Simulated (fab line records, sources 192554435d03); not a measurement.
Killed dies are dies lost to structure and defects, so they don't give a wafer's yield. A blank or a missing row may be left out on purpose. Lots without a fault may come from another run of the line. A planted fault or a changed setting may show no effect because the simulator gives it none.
fab line records | flow n5_finfet
record lots=14 wafers=42 last_day=18
route steps=1938 shown BEOL_M14@1768 BEOL_M15@1781
lots that met no fault: from a run of the same line without faults
start_h: hours from the record's first day to the start of the lot's first wafer shown | wait_h: hours since the lot's step before | " the same as in the row above | L1.1+2: a row that stands for several wafers | - no value, or no start given | * or withheld: withheld | < > ~ a bound
route shown NAME@n: a module of which the file shows steps, and the number in the route of the first | usual: mean/standard deviation of fault-free wafers | same: alike in all rows | chamber/n: place in a boat | sites: the reading at each site | _std_site: their standard deviation | _edge_site: outer sites' mean less inner sites' | radius_mm: how far each site lies from the wafer's centre | mask NAME#n: copy n | behind: the tool/chamber that last shaped the wafer | hold: why the lot was held/for how many hours/how that ended | device: the transistor (n, p or np) that didn't switch | end of line: the same wafers' tests at the end of the route | a step without rows: its recipe alone | killed: dies lost to structure and defects at the first sort, not the wafer's yield | map: a wafer's dies, x killed, . not, _ none there
set.NAME: the setting as run; set.NAME@STEP: as run at that earlier step | model.NAME: the simulator's own value behind a step, which no gauge read
steps of the route over a sample of lots; a table a step, a row a wafer
services: from which hour (start_h, from the record's first day; less than 0 if before it) a tool's chamber was out of use, for how many hours, and why
## steps
# step N5_BEOL_M14_THK_MEAS_50
# recipe thk_meas_gauge=xrf reads=Cu_of_BEOL_M14_ECD_47
# usual M14_THK=555/15
# columns lot.wafer tool chamber start_h wait_h M14_THK[nm]
L682.2 film_metro-01 - 258.63 - 537
L682.3 " - " " 553
L682.5 " - " " 557
L684.1 film_metro-01 - 262.51 - 563
L684.3 " - " " 577
L684.5 " - " " 533
L683.1 film_metro-02 - 263.91 - 567
L683.5 " - " " 571
L683.6 " - " " 578
L686.3 film_metro-01 - 286.28 - 575
L686.5 " - " " 554
L686.6 " - " " 545
L687.2 film_metro-02 - 287.24 - 562
L687.5 " - " " 567
L687.6 " - " " 566
L688.2 film_metro-01 - 302.64 - 566
L688.3 " - " " 567
L688.6 " - " " 564
L691.2 film_metro-02 - 317.89 - 535
L691.5 " - " " 558
L691.6 " - " " 531
L692.1 film_metro-02 - 318.34 - 571
L692.5 " - " " 566
L692.6 " - " " 538
L693.2 film_metro-01 - 320.08 - 537
L693.3 " - " " 561
L693.5 " - " " 550
L699.1 film_metro-02 - 353.75 - 574
L699.2 " - " " 578
L699.5 " - " " 538
L698.1 film_metro-01 - 353.76 - 532
L698.3 " - " " 563
L698.4 " - " " 564
L700.1 film_metro-02 - 372.65 - 569
L700.2 " - " " 559
L700.3 " - " " 567
L703.2 film_metro-02 - 374.79 - 579
L703.3 " - " " 556
L703.4 " - " " 542
L704.2 film_metro-01 - 404.61 - 550
L704.3 " - " " 528
L704.6 " - " " 557
# step N5_BEOL_M15_DEVELOP_09
# recipe develop_time_s=45 rinse_liquid=diw dry=air_spin dev_temp_c=21
# usual chill_plate_temp_C=23.01/0.11 develop_time_s=45/0
# columns lot.wafer tool chamber start_h wait_h chill_plate_temp_C develop_time_s
L682.2 litho_track-04 0 259.39 - 23.05 45
L682.3 " 0 " " 23.10 45
L682.5 " 0 " " 22.96 45
L684.1 litho_track-04 0 263.15 - 23.00 45
L684.3 " 0 " " 23.11 45
L684.5 " 0 " " 23.12 45
L683.1 litho_track-04 0 264.67 - 23.07 45
L683.5 " 0 " " 22.91 45
L683.6 " 0 " " 22.80 45
L686.3 litho_track-04 - 287.04 - - -
L686.5 " - " " - -
L686.6 " - " " - -
L687.2 litho_track-05 - 287.87 - - -
L687.5 " - " " - -
L687.6 " - " " - -
L688.2 litho_track-04 0 303.28 - 23.13 45
L688.3 " 0 " " 23.14 45
L688.6 " 0 " " 23.16 45
L691.2 litho_track-04 0 318.76 - 22.87 45
L691.5 " 0 " " 22.88 45
L691.6 " 0 " " 22.99 45
L692.1 litho_track-04 0 319.11 - 23.01 45
L692.5 " 0 " " 23.03 45
L692.6 " 0 " " 22.94 45
L693.2 litho_track-05 0 320.83 - 23.05 45
L693.3 " 0 " " 23.01 45
L693.5 " 0 " " 23.04 45
L699.1 litho_track-05 0 354.39 - 22.87 45
L699.2 " 0 " " 23.03 45
L699.5 " 0 " " 22.95 45
L698.1 litho_track-02 0 354.55 - 23.00 45
L698.3 " 0 " " 22.88 45
L698.4 " 0 " " 22.75 45
L700.1 litho_track-04 0 373.41 - 23.00 45
L700.2 " 0 " " 23.04 45
L700.3 " 0 " " 22.86 45
L703.2 litho_track-02 0 375.42 - 23.09 45
L703.3 " 0 " " 23.21 45
L703.4 " 0 " " 23.22 45
L704.2 litho_track-04 0 405.37 - 23.02 45
L704.3 " 0 " " 22.89 45
L704.6 " 0 " " 22.90 45
# step N5_BEOL_M15_OVL_MEAS_11
# recipe points_per_wafer=44
# usual V14_OVL=-2/5.7
# columns lot.wafer tool chamber start_h wait_h V14_OVL[nm]
L682.2 overlay-01 0 259.53 0.0 -1
L682.3 " 0 " " -9
L682.5 " 0 " " -13
L684.1 overlay-01 0 263.29 0.0 8
L684.3 " 0 " " 4
L684.5 " 0 " " 3
L683.1 overlay-02 0 264.81 0.0 -8
L683.5 " 0 " " 0
L683.6 " 0 " " -8
L686.3 overlay-02 0 287.18 0.0 -
L686.5 " 0 " " -
L686.6 " 0 " " -
L687.2 overlay-02 0 288.01 0.0 -
L687.5 " 0 " " -
L687.6 " 0 " " -
L688.2 overlay-01 0 303.42 0.0 -10
L688.3 " 0 " " 6
L688.6 " 0 " " -9
L691.2 overlay-02 0 318.90 0.0 -7
L691.5 " 0 " " -10
L691.6 " 0 " " -7
L692.1 overlay-02 0 319.25 0.0 9
L692.5 " 0 " " 0
L692.6 " 0 " " 2
L693.2 overlay-02 0 320.97 0.0 -16
L693.3 " 0 " " -3
L693.5 " 0 " " -8
L699.1 overlay-01 0 354.53 0.0 -8
L699.2 " 0 " " -7
L699.5 " 0 " " -8
L698.1 overlay-01 0 354.69 0.0 -10
L698.3 " 0 " " -6
L698.4 " 0 " " -6
L700.1 overlay-02 0 373.56 0.0 -3
L700.2 " 0 " " -4
L700.3 " 0 " " -9
L703.2 overlay-02 0 375.56 0.0 -8
L703.3 " 0 " " -9
L703.4 " 0 " " -9
L704.2 overlay-02 0 405.51 0.0 -2
L704.3 " 0 " " 1
L704.6 " 0 " " 4
# step N5_BEOL_M15_INSPECT_12
# recipe mode=adi inspect_instrument=macro
# usual raw_defect_count=2.1/1.5
# columns lot.wafer tool chamber start_h wait_h raw_defect_count
L682.2 defect_inspect-01 - 259.55 0.0 2
L682.3 " - " " 4
L682.5 " - " " 3
L684.1 defect_inspect-01 - 263.31 0.0 1
L684.3 " - " " 1
L684.5 " - " " 2
L683.1 defect_inspect-02 - 264.83 0.0 1
L683.5 " - " " 2
L683.6 " - " " 2
L686.3 defect_inspect-02 - 287.20 0.0 >300
L686.5 " - " " >300
L686.6 " - " " >300
L687.2 defect_inspect-02 - 288.03 0.0 >300
L687.5 " - " " >300
L687.6 " - " " >300
L688.2 defect_inspect-01 - 303.44 0.0 5
L688.3 " - " " 3
L688.6 " - " " 1
L691.2 defect_inspect-02 - 318.92 0.0 1
L691.5 " - " " 5
L691.6 " - " " 2
L692.1 defect_inspect-02 - 319.27 0.0 4
L692.5 " - " " 1
L692.6 " - " " 2
L693.2 defect_inspect-01 - 320.99 0.0 2
L693.3 " - " " 3
L693.5 " - " " 4
L699.1 defect_inspect-02 - 354.55 0.0 2
L699.2 " - " " 2
L699.5 " - " " 2
L698.1 defect_inspect-02 - 354.72 0.0 1
L698.3 " - " " 1
L698.4 " - " " 2
L700.1 defect_inspect-02 - 373.58 0.0 1
L700.2 " - " " 2
L700.3 " - " " 0
L703.2 defect_inspect-02 - 375.58 0.0 1
L703.3 " - " " 1
L703.4 " - " " 3
L704.2 defect_inspect-01 - 405.54 0.0 3
L704.3 " - " " 3
L704.6 " - " " 4
## services
# columns tool chamber start_h hours kind
litho_track-02 - 319.96 - consumable_replace:filter
## key
first_sign step=N5_BEOL_M15_DEVELOP_09 reading=tool_record direction=missing
effect none on later readings
met_at N5_BEOL_M15_DEVELOP_09
struck_lots L686,L687
later_rows_left_out L686.3,L686.5,L686.6,L687.2,L687.5,L687.6
sort_left_out L686.3,L686.5,L686.6,L687.2,L687.5,L687.6
not_acting_at N5_BEOL_M14_THK_MEAS_50,N5_BEOL_M15_OVL_MEAS_11,N5_BEOL_M15_INSPECT_12
onset_between 264.67 287.04
earlier_fault kind=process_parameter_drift tool=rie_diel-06 chamber=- onset_h=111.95 steps=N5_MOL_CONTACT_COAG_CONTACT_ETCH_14 channel=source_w offset=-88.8 shape=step acts_in=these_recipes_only stated=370
earlier_fault kind=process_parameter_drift tool=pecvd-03 chamber=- onset_h=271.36 steps=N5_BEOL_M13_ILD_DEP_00 channel=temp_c offset=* shape=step acts_in=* stated=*
fault kind=skipped_step_whole tool=litho_track-04,litho_track-05 chamber=- onset_h=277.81 steps=N5_BEOL_M15_DEVELOP_09 scope=struck_lots_only
# sort_left_out: the simulated sort isn't trusted on such a fault, so these wafers' sort isn't shown, and their yield isn't known
# later_rows_left_out: the simulator's readings of these wafers behind a module that went badly wrong aren't trusted and aren't shown, but for the sort
